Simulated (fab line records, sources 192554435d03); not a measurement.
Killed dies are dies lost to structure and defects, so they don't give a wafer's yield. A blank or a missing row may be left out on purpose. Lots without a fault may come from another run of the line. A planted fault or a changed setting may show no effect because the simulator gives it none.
Chamber matching | flow n5_finfet | N5_MOL_CONTACT_COAG_DESCUM_88 on rie_diel-05: 4 sister chambers
The step chemistry O2, time 7 s. 18 wafers are shown with their chamber, then 9 later ones without.

WAFERS WITH THEIR CHAMBER
wafer  | chamber | throttle_valve_pct (%) | showerhead_plenum_p_Torr (Torr) | drypump_motor_current_A (A)
L076.3 | 0       | 20.42                  | 2.08                            | 5.0
L076.4 | 2       | 20.47                  | 2.01                            | 5.1
L076.6 | 2       | 20.45                  | 2.00                            | 5.2
L078.4 | 2       | 20.49                  | 2.00                            | 5.2
L078.5 | 3       | 20.83                  | 2.08                            | 5.8
L078.6 | 0       | 20.45                  | 2.08                            | 5.1
L079.2 | 3       | 20.84                  | 2.08                            | 5.7
L079.4 | 2       | 20.49                  | 2.00                            | 5.2
L079.6 | 3       | 20.84                  | 2.08                            | 5.8
L084.1 | 2       | 20.50                  | 2.00                            | 5.1
L084.3 | 0       | 20.45                  | 2.08                            | 5.0
L084.6 | 3       | 20.84                  | 2.07                            | 5.7
L086.3 | 3       | 20.85                  | 2.07                            | 5.7
L086.4 | 2       | 20.51                  | 2.00                            | 5.2
L086.5 | 0       | 20.46                  | 2.08                            | 5.1
L087.2 | 1       | 20.50                  | 2.06                            | 6.0
L087.3 | 2       | 20.51                  | 2.00                            | 5.2
L087.6 | 0       | 20.46                  | 2.08                            | 5.1

SIGNATURES (means of the wafers above)
reading                  | chamber 0 | chamber 1 | chamber 2 | chamber 3 | scatter within a chamber
throttle_valve_pct       | 20.4480   | 20.5000   | 20.4886   | 20.8400   | 0.0172
showerhead_plenum_p_Torr | 2.0800    | 2.0600    | 2.0014    | 2.0760    | 0.00383
drypump_motor_current_A  | 5.060     | 6.000     | 5.171     | 5.740     | 0.0523
Rule: a wafer's distance from a chamber is the root of the sum, over the readings, of the square of ((its reading less the chamber's mean) divided by the reading's scatter). The wafer belongs to the nearest chamber; if the next one is less than 2 further off, it can't be placed. The scatter: the root of (the sum of the squares of (reading less its chamber's mean) over the shown wafers, divided by (wafers less chambers)).

WAFERS WITHOUT THEIR CHAMBER
wafer  | throttle_valve_pct (%) | showerhead_plenum_p_Torr (Torr) | drypump_motor_current_A (A)
L088.2 | 20.86                  | 2.07                            | 5.8
L088.4 | 20.52                  | 2.06                            | 6.0
L088.6 | 20.45                  | 2.07                            | 5.1
L090.1 | 20.87                  | 2.07                            | 5.8
L090.2 | 20.46                  | 2.07                            | 5.1
L090.6 | 20.87                  | 2.07                            | 5.8
L095.2 | 20.51                  | 1.99                            | 5.1
L095.5 | 20.11                  | 2.06                            | 6.0
L095.6 | 20.53                  | 1.99                            | 5.1

WHICH CHAMBER EACH WENT THROUGH
wafer  | from the rows above | in truth
L088.2 | 3                   | 3
L088.4 | 1                   | 1
L088.6 | 0                   | 0
L090.1 | 3                   | 3
L090.2 | 0                   | 0
L090.6 | 3                   | 3
L095.2 | 2                   | 2
L095.5 | 1                   | 1
L095.6 | 2                   | 2
Placed correctly: 9 of 9. Can't be placed from these rows: 0. Placed wrongly: 0.
